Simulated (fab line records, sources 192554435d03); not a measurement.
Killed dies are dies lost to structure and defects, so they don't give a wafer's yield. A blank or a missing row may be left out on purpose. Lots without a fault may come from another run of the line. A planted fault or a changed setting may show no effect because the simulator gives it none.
Chamber matching | flow n5_finfet | N5_BEOL_M3_ALD_84 on ald_metal-01: 4 sister chambers
The step deposits TaN, pulse time 2 s, purge time 3 s, co reactant purge time 2 s. 20 wafers are shown with their chamber, then 10 later ones without.

WAFERS WITH THEIR CHAMBER
wafer  | chamber | heater_power_w (W)
L074.4 | 3       | 427
L074.5 | 0       | 409
L074.6 | 1       | 380
L076.1 | 2       | 463
L076.3 | 0       | 407
L076.4 | 1       | 394
L079.2 | 0       | 405
L079.3 | 2       | 459
L079.5 | 1       | 379
L080.1 | 2       | 462
L080.5 | 0       | 408
L080.6 | 3       | 419
L082.1 | 1       | 377
L082.4 | 2       | 462
L082.6 | 1       | 380
L086.1 | 1       | 386
L086.3 | 2       | 456
L086.4 | 0       | 406
L088.3 | 2       | 459
L088.5 | 2       | 448

SIGNATURES (means of the wafers above)
reading        | chamber 0 | chamber 1 | chamber 2 | chamber 3 | scatter within a chamber
heater_power_w | 407.00    | 382.67    | 458.43    | 423.00    | 5.02
Rule: a wafer's distance from a chamber is the root of the sum, over the readings, of the square of ((its reading less the chamber's mean) divided by the reading's scatter). The wafer belongs to the nearest chamber; if the next one is less than 2 further off, it can't be placed. The scatter: the root of (the sum of the squares of (reading less its chamber's mean) over the shown wafers, divided by (wafers less chambers)).

WAFERS WITHOUT THEIR CHAMBER
wafer  | heater_power_w (W)
L088.6 | 433
L091.1 | 455
L091.4 | 385
L091.5 | 395
L092.1 | 412
L092.3 | 387
L092.6 | 387
L095.1 | 401
L095.5 | 394
L095.6 | 424

WHICH CHAMBER EACH WENT THROUGH
wafer  | from the rows above     | in truth
L088.6 | 3                       | 3
L091.1 | 2                       | 2
L091.4 | 1                       | 1
L091.5 | can't be placed: 0 or 1 | 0
L092.1 | can't be placed: 0 or 3 | 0
L092.3 | 1                       | 1
L092.6 | 1                       | 1
L095.1 | 0                       | 0
L095.5 | can't be placed: 1 or 0 | 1
L095.6 | 3                       | 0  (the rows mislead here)
Placed correctly: 6 of 10. Can't be placed from these rows: 3 (the true chamber is among the candidates in 3). Placed wrongly: 1.
